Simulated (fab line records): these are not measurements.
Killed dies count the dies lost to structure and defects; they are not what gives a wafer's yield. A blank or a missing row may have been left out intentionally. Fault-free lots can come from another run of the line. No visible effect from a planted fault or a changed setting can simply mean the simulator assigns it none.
Code-filled problem report in 8D (eight disciplines) form | flow nand harc | the parts of the form that need people (team, actions taken, sign-off) are left out

== 1. WHAT WENT WRONG ==
run length s at NHARC_A_M1_STRIP_19 reads a mean of 727.0 s on 6 wafers of 2 lots; wafers without a fault read 603.1 s with a standard deviation of 1. That is +99 or more standard deviations from the usual mean.
The step: strips in post etch residue remover, time 600 s.
First observed at day 21 01:14: wafer L827.5, on wet bench-10. The record holds 36 wafers of 12 lots with a number at this step. By rule, "out" or "out of limits" means more than 4 standard deviations away from the usual mean. Any other wafer with a number is counted as sound.

== 2. WHAT IT IS, AND WHAT IT ISN'T ==
question                    | is                     | is not
which readings at this step | run length s           | -
which lots                  | L827, L830             | L813, L815, L818, L820, L822, L829, L831, L832, L834, L836
which wafers of those lots  | all that have a number | -
read on which tools         | wet bench-10           | wet bench-08
when                        | from day 21 01:14      | up to then (15 sound wafers); but 15 sound wafers of L829, L831, L832, L834, L836 came after

== 3. THE SUSPECTS, EACH WITH WHAT RULES IT OUT ==
Counting: a tool at a process step up to the reading stays a suspect if it ran every lot that is out and no sound lot after the first of them.
- rie diel-05 at NHARC_A_M1_ETCH_35 (etches the open film in N2/H2, target depth 40 nm, overetch 12 nm, time 43.94 s): kept. All lots that are out passed through it, beginning with L827 at day 21 00:35, and no sound lot followed; its final sound lot before that point was L822 at day 20 04:27.
- wet bench-10 at NHARC_A_M1_STRIP_19 (strips in post etch residue remover, time 600 s): kept. All lots that are out passed through it, beginning with L827 at day 21 01:14, and no sound lot followed; its final sound lot before that point was L822 at day 20 05:07. Out on those wafers are its own readings of run length s.
After counting, rie diel-05 at NHARC_A_M1_ETCH_35 and wet bench-10 at NHARC_A_M1_STRIP_19 remain.

== 4. THE CAUSE (what the simulator had put in) ==
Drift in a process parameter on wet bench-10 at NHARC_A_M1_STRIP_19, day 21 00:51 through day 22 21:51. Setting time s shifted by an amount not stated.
Of the 2 suspects that counting leaves, this tool is one.

== 5. THE CHAIN OF EFFECTS, in route order ==
Rows list readings where the struck wafers' mean (over those with a number) sits beyond 3 standard deviations from the usual. Only readings for which the record gives a usual standard deviation are gone through. hours: the time from each lot's start at the first step in this table that gives one to its start at this step, as a median over the lots. sigmas: the change in usual standard deviations.
hours | step                | reading      | usual   | on struck wafers | change | sigmas
0     | NHARC_A_M1_STRIP_19 | run length s | 603.1 s | 727.0            | +123.9 | +99 or more
Here are the process steps it includes:
- NHARC_A_M1_STRIP_19: strips in post etch residue remover, time 600 s.

== 6. WHAT WOULD HAVE CAUGHT IT SOONER ==
0 hours passed between the start of the fault at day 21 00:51 and the first reading out of limits in this record, taken at day 21 01:14.
